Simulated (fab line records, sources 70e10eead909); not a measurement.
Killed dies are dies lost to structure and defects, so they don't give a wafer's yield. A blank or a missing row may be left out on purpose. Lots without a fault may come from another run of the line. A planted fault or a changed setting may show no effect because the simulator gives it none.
A struck lot beside a sound one | flow nand_harc | 15 steps out of a route of 1159
Sound: wafers L875.2, L875.3, L875.4. Struck: wafers L878.1, L878.2, L878.3. The cause comes at the end.
At each step with rows: each side's tool, then ch and its chambers, then its first start. Under that, the readings that differ: sound wafers | struck wafers | difference of the means | sigmas: that difference in standard deviations of wafers without a fault.
alike: readings whose means differ by less than 2 such deviations, and words and numbers that are the same on both sides. not compared: withheld readings, readings that some wafer has no value for, bounds like >300 that may hide the same value, and numbers for which the record gives no deviation and whose values overlap.
The two part at a step that has a row with sigmas, a row that says differs or no value, or rows on one side only. Numbers that don't overlap but have no deviation are shown without sigmas and don't part them. A reading that every wafer of one side lacks parts them only if that side has two wafers or more.

NHARC_A_CONTACT_ETCH_132: etches the open film in C4F8/O2/Ar, time 156 s, target depth 958 nm.
  sound on har_cap_etch-02 ch 0,1, day 18 21:02; struck on har_cap_etch-03 ch 0,1, day 20 03:33
  not compared: rf_hours_counter_h
NHARC_A_CONTACT_ETCH_133: etches the open film in C4F8/O2/Ar, time 195 s, target depth 840 nm.
  sound on har_cap_etch-02 ch 0,1, day 18 21:11; struck on har_cap_etch-03 ch 0,1, day 20 03:41
  not compared: rf_hours_counter_h
NHARC_A_CONTACT_ETCH_91: etches the open film in CH3F/O2, target depth 40 nm, time 85.7 s.
  sound on rie_diel-07 ch 0,2,3, day 18 21:46; struck on rie_diel-07 ch 0,1,3, day 20 04:16
  reading                | sound             | struck            | difference | sigmas
  oes_product_au (a.u.)  | 0.994 1.002 1.006 | 0.941 0.932 0.941 | -0.063     | -2
  rf_hours_counter_h (h) | 2 2 2             | 10 9 10           | +8         |
  alike: drypump_motor_current_A, rf_vpp_V, showerhead_plenum_p_Torr, throttle_valve_pct
NHARC_A_CONTACT_ETCH_97: etches the open film in C4F6/O2, target depth 20 nm, time 10 s.
  sound on rie_diel-07 ch 0,1,2; struck on rie_diel-07 ch 0,1,3
  reading                | sound             | struck            | difference | sigmas
  oes_product_au (a.u.)  | 1.010 1.001 1.014 | 0.929 0.954 0.952 | -0.063     | -3
  rf_hours_counter_h (h) | 3 2 2             | 9 10 10           | +7         |
  alike: c4f6_flow_sccm, drypump_motor_current_A, rf_vpp_V, showerhead_plenum_p_Torr, throttle_valve_pct
NHARC_A_CONTACT_CD_MEAS_80:
  sound on cd_sem-03, day 18 21:58; struck on cd_sem-01, day 20 04:28
  alike: cd_nm
then, 4 steps without rows for these wafers: NHARC_A_CONTACT_STRIP_103 (strips in N2/H2); NHARC_A_CONTACT_STRIP_104 (strips in CF4/CHF3); NHARC_A_CONTACT_STRIP_105 (strips in O2/COS); NHARC_A_CONTACT_ETCH_106 (etches the open film in CF4/O2, target depth 60 nm, overetch 6 nm, time 33 s).
NHARC_A_CONTACT_STRIP_82: strips in O2.
  sound on rie_diel-13 ch 0,1,2; struck on rie_diel-07 ch 0,1,3
  reading                | sound    | struck  | difference | sigmas
  rf_hours_counter_h (h) | 54 53 53 | 9 10 10 | -44        |
  alike: drypump_motor_current_A, oes_product_au, rf_vpp_V, showerhead_plenum_p_Torr, throttle_valve_pct
then, 2 steps without rows for these wafers: NHARC_A_CONTACT_STRIP_83 (strips in post etch residue remover, time 600 s); NHARC_A_CONTACT_DEP_84 (deposits aC, target thk 2000 nm).
NHARC_A_CONTACT_DEP_85: deposits SiON, target thk 50 nm.
  sound on pecvd-04 ch 0,1,2, day 19 01:08; struck on pecvd-04 ch 0,1,2, day 20 06:41
  no value came back on the struck wafers for chamber_pressure_Torr (Torr), heater_power_outer_w (W), heater_power_w (W); on the sound wafers chamber_pressure_Torr (Torr) reads 3.472 3.507 3.494
then, 1 step without rows for these wafers: NHARC_A_CONTACT_DEHYDRATE_00 (time 120 s).
-- the record jumps here: 2 days lie between the struck wafers' starts before and after (it left off in module A_CONTACT and takes up again in module END, whose first step shown is number 1159 of the route) --
NHARC_END_SORT_01:
  the record has rows for the struck wafers here (prober-02 ch 0, day 22 15:52) and none for the sound ones

WHERE THEY PART
First at NHARC_A_CONTACT_ETCH_91; last, within this record, at NHARC_END_SORT_01.

WHY: what the simulator had put in
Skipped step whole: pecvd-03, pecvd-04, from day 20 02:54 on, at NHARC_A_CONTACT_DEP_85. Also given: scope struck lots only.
